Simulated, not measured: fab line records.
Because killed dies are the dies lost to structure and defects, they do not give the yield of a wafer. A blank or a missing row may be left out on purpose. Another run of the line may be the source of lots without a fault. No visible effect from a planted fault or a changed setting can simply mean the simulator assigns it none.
Which of the tools did it? | flow nand-harc | 41 wafers from 14 lots sampled at 5 of the route's 1302 steps

## WHAT THE GAUGES READ, wafer by wafer
NHARC_A_ONON_D2_THK_MEAS_21: measures by ellipsometry. Usual: 999 nm for thk-nm, sd 11.
lot  | measured     | on            | thk-nm (nm)    | flag
L430 | day 12 21:05 | film-metro-01 | 992 993 992    |
L431 | day 13 03:53 | film-metro-02 | 1006 1008 1005 |
L432 | day 13 17:19 | film-metro-02 | 1003 1004 1003 |
L433 | day 14 11:07 | film-metro-01 | 1006 1007 1007 |
L438 | day 15 15:11 | film-metro-02 | 981 981 983    |
L439 | day 16 17:54 | film-metro-01 | 1002 700       | OFF
L440 | day 17 02:34 | film-metro-01 | 998 694 998    | OFF
L443 | day 17 15:55 | film-metro-02 | 995 690 994    | OFF
L448 | day 20 20:18 | film-metro-02 | 1011 1013 1012 |
L449 | day 20 20:18 | film-metro-01 | 991 988 990    |
L450 | day 20 20:18 | film-metro-01 | 1025 1024 1024 |
L452 | day 21 17:41 | film-metro-02 | 988 989 987    |
L451 | day 21 17:41 | film-metro-01 | 1014 1013 1017 |
L453 | day 22 02:23 | film-metro-02 | 994 993 994    |

NHARC_END_SORT_01. Usual: killed-at-array 62, standard deviation 15; killed-at-other 0.8, standard deviation 1; killed-at-periphery 3.7, standard deviation 2.6; killed-dies 66, standard deviation 15; killed-open 3.1, standard deviation 1.8; killed-short 2.6, standard deviation 1.7.
lot  | measured     | on        | killed-at-array | killed-at-other | killed-at-periphery | killed-dies | killed-open | killed-short | flag
L439 | day 28 07:16 | prober-01 | 56 674          | 0 0             | 0 3                 | 56 677      | 1 7         | 5 2          | OFF
L440 | day 28 12:23 | prober-02 | 67 670 51       | 0 1 0           | 3 6 7               | 70 677 58   | 3 2 2       | 2 2 5        | OFF
L443 | day 29 03:23 | prober-02 | 78 672 96       | 0 0 0           | 12 5 5              | 90 677 101  | 5 2 2       | 1 1 2        | OFF

## TOOL THAT RAN EACH LOT (tool first, then ch and the chambers of the sampled wafers, then the start)
lot  | NHARC_A_CHANNEL_FILL_D1_CMP_10 | NHARC_A_DECK1_JOINT_ETCHBACK_00  | NHARC_A_ONON_D2_DEP_19
L430 | cmp-03 ch 0,1, day 10 19:11    | rie-si-04 ch 1,2,3, day 11 06:10 | pecvd-onon-03 ch 0, day 12 20:35
L431 | cmp-02 ch 1,2, day 11 04:14    | rie-si-02 ch 0,3, day 11 15:20   | pecvd-onon-02 ch 0, day 13 03:22
L432 | cmp-01 ch 0,1,2, day 11 18:42  | rie-si-04 ch 0,1,2, day 12 06:05 | pecvd-onon-03 ch 0, day 13 16:52
L433 | cmp-03 ch 1,2, day 12 01:46    | rie-si-06 ch 2,3, day 12 20:03   | pecvd-onon-01 ch 0, day 14 10:40
L438 | cmp-02 ch 0,2, day 13 20:49    | rie-si-04 ch 2,3, day 14 07:57   | pecvd-onon-03 ch 0, day 15 14:47
L439 | cmp-03 ch 2,3, day 14 18:44    | rie-si-02 ch 2, day 15 05:50     | pecvd-onon-03 ch 0, day 16 17:23
L440 | cmp-02 ch 0,1, day 15 02:47    | rie-si-06 ch 0,1,3, day 15 13:47 | pecvd-onon-03 ch 0, day 17 02:07
L443 | cmp-02 ch 2,3, day 15 22:51    | rie-si-04 ch 0,2,3, day 16 09:51 | pecvd-onon-03 ch 0, day 17 15:28
L448 | cmp-03 ch 0,2, day 18 18:55    | rie-si-02 ch 1,3, day 19 11:53   | pecvd-onon-02 ch 0, day 20 19:47
L449 | cmp-03 ch 2,3, day 18 23:06    | rie-si-04 ch 0,1,3, day 19 11:55 | pecvd-onon-01 ch 0, day 20 19:54
L450 | cmp-01 ch 1,3, day 18 23:07    | rie-si-06 ch 2,3, day 19 11:54   | pecvd-onon-03 ch 0, day 20 19:47
L452 | cmp-03 ch 0,1,2, day 19 18:57  | rie-si-06 ch 0,2, day 20 06:03   | pecvd-onon-03 ch 0, day 21 17:11
L451 | cmp-01 ch 1,2,3, day 19 18:57  | rie-si-04 ch 0,1, day 20 06:03   | pecvd-onon-01 ch 0, day 21 17:14
L453 | cmp-03 ch 0,2,3, day 20 04:43  | rie-si-02 ch 0,2,3, day 20 15:41 | pecvd-onon-01 ch 0, day 22 01:53
- NHARC_A_CHANNEL_FILL_D1_CMP_10: polishes, target thk 150 nm.
- NHARC_A_DECK1_JOINT_ETCHBACK_00: etches the open film in HBr, target depth 30 nm, time 17.4 s.
- NHARC_A_ONON_D2_DEP_19: target thk 1000 nm.

## WHAT THE TOOLS THEMSELVES READ (means of the sampled wafers that have a number; where no wafer has one, the mark that the record gives instead)
NHARC_A_CHANNEL_FILL_D1_CMP_10. Usual: motor-current-A 11.6 A, standard deviation 1.1; time-to-endpoint-s 14.3 s, standard deviation 2.5.
lot  | tool   | motor-current-A (A) | time-to-endpoint-s (s) | flag
L430 | cmp-03 | 10.3                | 12.1                   |
L431 | cmp-02 | 11.6                | 10.9                   |
L432 | cmp-01 | 11.5                | 16.6                   |
L433 | cmp-03 | 12.2                | 16.9                   |
L438 | cmp-02 | 11.8                | 12.4                   |
L439 | cmp-03 | 12.0                | 13.8                   |
L440 | cmp-02 | 10.8                | 13.7                   |
L443 | cmp-02 | 12.4                | 10.4                   |
L448 | cmp-03 | 13.0                | 16.8                   |
L449 | cmp-03 | 12.2                | 13.7                   |
L450 | cmp-01 | 11.6                | 15.6                   |
L452 | cmp-03 | 12.0                | 13.9                   |
L451 | cmp-01 | 11.2                | 19.0                   |
L453 | cmp-03 | 12.9                | 12.6                   |

NHARC_A_DECK1_JOINT_ETCHBACK_00. Usual: drypump-motor-current-A 5.7 A, standard deviation 0.41; he-backside-leak-sccm 2.72 sccm, standard deviation 0.26; oes-product-au 1.001 a.u., standard deviation 0.01; throttle-valve-pct 23.265 %, standard deviation 0.0089.
lot  | tool      | drypump-motor-current-A (A) | he-backside-leak-sccm (sccm) | oes-product-au (a.u.) | throttle-valve-pct (%) | flag
L430 | rie-si-04 | 5.6                         | 2.75                         | 0.998                 | 23.267                 |
L431 | rie-si-02 | 6.0                         | 2.60                         | 1.002                 | 23.265                 |
L432 | rie-si-04 | 5.6                         | 2.94                         | 0.999                 | 23.266                 |
L433 | rie-si-06 | 5.4                         | 2.45                         | 0.993                 | 23.265                 |
L438 | rie-si-04 | 5.8                         | 2.59                         | 0.997                 | 23.267                 |
L439 | rie-si-02 | 6.5                         | 2.40                         | 1.016                 | 23.260                 |
L440 | rie-si-06 | 5.7                         | 2.76                         | 0.993                 | 23.268                 |
L443 | rie-si-04 | 5.7                         | 2.65                         | 0.993                 | 23.261                 |
L448 | rie-si-02 | 6.2                         | 2.65                         | 0.998                 | 23.266                 |
L449 | rie-si-04 | 5.4                         | 2.74                         | 1.000                 | 23.258                 |
L450 | rie-si-06 | 5.4                         | 2.54                         | 1.006                 | 23.267                 |
L452 | rie-si-06 | 5.5                         | 2.70                         | 0.999                 | 23.273                 |
L451 | rie-si-04 | 5.3                         | 2.98                         | 0.993                 | 23.270                 |
L453 | rie-si-02 | 6.1                         | 2.64                         | 1.004                 | 23.256                 |

NHARC_A_ONON_D2_DEP_19. Usual: 2750 sccm for n2-flow-sccm, sd 6.8.
lot  | tool          | n2-flow-sccm (sccm) | flag
L430 | pecvd-onon-03 | 2746                |
L431 | pecvd-onon-02 | 2736                |
L432 | pecvd-onon-03 | 2749                |
L433 | pecvd-onon-01 | 2756                |
L438 | pecvd-onon-03 | 2750                |
L439 | pecvd-onon-03 | 2758                |
L440 | pecvd-onon-03 | 2750                |
L443 | pecvd-onon-03 | 2755                |
L448 | pecvd-onon-02 | 2750                |
L449 | pecvd-onon-01 | 2758                |
L450 | pecvd-onon-03 | 2742                |
L452 | pecvd-onon-03 | 2753                |
L451 | pecvd-onon-01 | 2749                |
L453 | pecvd-onon-01 | 2749                |

## THE ANSWER, worked out from the rows above alone
Rule: a lot counts as off when the mean over its wafers that have a number is more than 3 standard deviations away from the usual mean. Also off: a lot with no number at a reading for which 4 or more lots have one. Where the step has rows for the other lots, those lots are counted as sound. Order of review: gauges by route order, followed by the tools' own readings, for which a lot's mean as printed above is used. At the first step where some lot is off, the reading lying furthest off is the one used; lots without a number count as furthest.
Off, at NHARC_A_ONON_D2_THK_MEAS_21 on thk-nm: L439, L440, L443.
If a tool, at a process step before that reading, ran all the lots that are off and no sound lot after the first of them, it fits. Not tried: the gauges at NHARC_A_ONON_D2_THK_MEAS_21; whatever is off there is also off at NHARC_END_SORT_01, on other tools, and gauge error can't account for it. None of those tried fits.

## WHAT THE SIMULATOR HAD PUT IN
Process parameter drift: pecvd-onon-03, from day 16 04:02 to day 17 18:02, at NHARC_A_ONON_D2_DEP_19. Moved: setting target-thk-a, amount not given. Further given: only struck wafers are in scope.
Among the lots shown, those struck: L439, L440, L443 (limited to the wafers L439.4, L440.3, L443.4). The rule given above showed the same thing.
